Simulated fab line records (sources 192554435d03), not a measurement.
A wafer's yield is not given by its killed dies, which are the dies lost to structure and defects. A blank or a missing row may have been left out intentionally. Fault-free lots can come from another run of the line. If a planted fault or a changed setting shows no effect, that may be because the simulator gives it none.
Code-filled problem report in 8D (eight disciplines) form -- flow n5Finfet -- the parts of the form that need people (team, actions taken, sign-off) are left out

1. WHAT IS WRONG
Mean of plateTempC at N5_BEOL_M5_COAT_74: 202.94 C across 6 wafers in 2 lots; on wafers with no fault it is 204.99 C (standard deviation 0.18). Relative to the usual mean, that is a shift of -11 standard deviations.
The step: time 60 s, resist thk 5 nm.
Seen first at day 12 19:50 on lithoTrack-04, wafer L967.1. The record has a number at this step for 32 wafers belonging to 12 lots. The rule behind "out" and "out of limits": a value lying over 4 standard deviations away from the usual mean. The rest of the wafers with a number are treated as sound.

2. WHAT IT IS AND WHAT IT IS NOT
question,is,is not
which readings at this step,plateTempC,-
which lots,"L967, L969","L949, L954, L955, L956, L957, L958, L960, L965, L970, L972"
which wafers of those lots,all that have a number,-
read on which tools,lithoTrack-04,"lithoTrack-03, lithoTrack-05"
when,from day 12 19:50,"up to then (20 sound wafers); but 6 sound wafers of L970, L972 came after"

3. THE SUSPECTS, EACH WITH WHAT RULES IT OUT
Counting: a tool stays on the suspect list if, at a process step up to the reading, it processed all lots that are out and no sound lot following the first of them.
- lithoTrack-04 at N5_BEOL_M5_COAT_74 (time 60 s, resist thk 5 nm): kept. It ran every lot that is out, first L967 (day 12 19:50), and no sound lot after that; its last sound lot up to then is L960 (day 11 15:59). On those wafers its own readings are out: plateTempC.
The count leaves lithoTrack-04 at N5_BEOL_M5_COAT_74.

4. THE CAUSE (what the simulator had put in)
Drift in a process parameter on lithoTrack-04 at N5_BEOL_M5_COAT_74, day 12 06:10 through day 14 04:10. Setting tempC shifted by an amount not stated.
After counting, this tool was the only one left.

5. THE EFFECT CHAIN, in route order
One row per reading whose mean, taken over the struck wafers that have a number, lies over 3 standard deviations from the usual. Only readings whose record carries a usual standard deviation are examined. hours: median over the lots of the time between each lot's start at the first step of this table that gives one and its start at this step. sigmas: the change, counted in usual standard deviations.
hours,step,reading,usual,on struck wafers,change,sigmas
0,N5_BEOL_M5_COAT_74,plateTempC,204.99 C,202.94,-2.05,-11
Its process steps:
- N5_BEOL_M5_COAT_74: time 60 s, resist thk 5 nm.

6. WHAT WOULD HAVE CAUGHT IT SOONER
The fault began at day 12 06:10; the first out-of-limits reading in this record came at day 12 19:50, 14 hours later.
